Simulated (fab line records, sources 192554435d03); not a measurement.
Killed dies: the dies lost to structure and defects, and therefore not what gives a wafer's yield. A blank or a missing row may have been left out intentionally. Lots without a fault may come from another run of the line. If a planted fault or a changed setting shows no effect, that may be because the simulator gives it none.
Matching of chambers	flow n5Finfet	N5_BEOL_M5_STRIP_36 on rieDiel-02: 4 sister chambers
The step strips in N2/H2. 4 wafers are shown with their chamber, then 8 later ones without.

== WAFERS WITH THEIR CHAMBER ==
wafer	chamber	drypumpMotorCurrentA (A)
L074.4	0	5.1
L091.3	1	5.7
L091.5	2	6.5
L092.1	3	5.6

== WAFERS WITH NO CHAMBER GIVEN ==
wafer	drypumpMotorCurrentA (A)
L092.2	5.8
L092.5	6.5
L095.1	5.8
L095.4	5.6
L095.6	6.5
L097.1	5.6
L097.2	6.5
L097.5	5.6

== THE CHAMBER EACH PASSED THROUGH ==
wafer	from the rows above	in truth
L092.2	1	1
L092.5	2	2
L095.1	1	1
L095.4	3	3
L095.6	2	2
L097.1	3	3
L097.2	2	2
L097.5	3	3
Correct placement for 8 of the 8. Left unplaced by these rows: 0. Wrongly placed: 0.
How it was worked out, from the rows above alone: a wafer's distance from a chamber is the root of the sum, over the readings, of the square of ((its reading less the chamber's mean) divided by the reading's scatter). The wafer belongs to the nearest chamber; if the next one is less than 2 further off, it can't be placed. A chamber's mean is the mean of its shown wafers. The scatter: root of mean squared gap, hidden wafer to nearest shown wafer, with one shown wafer a chamber.
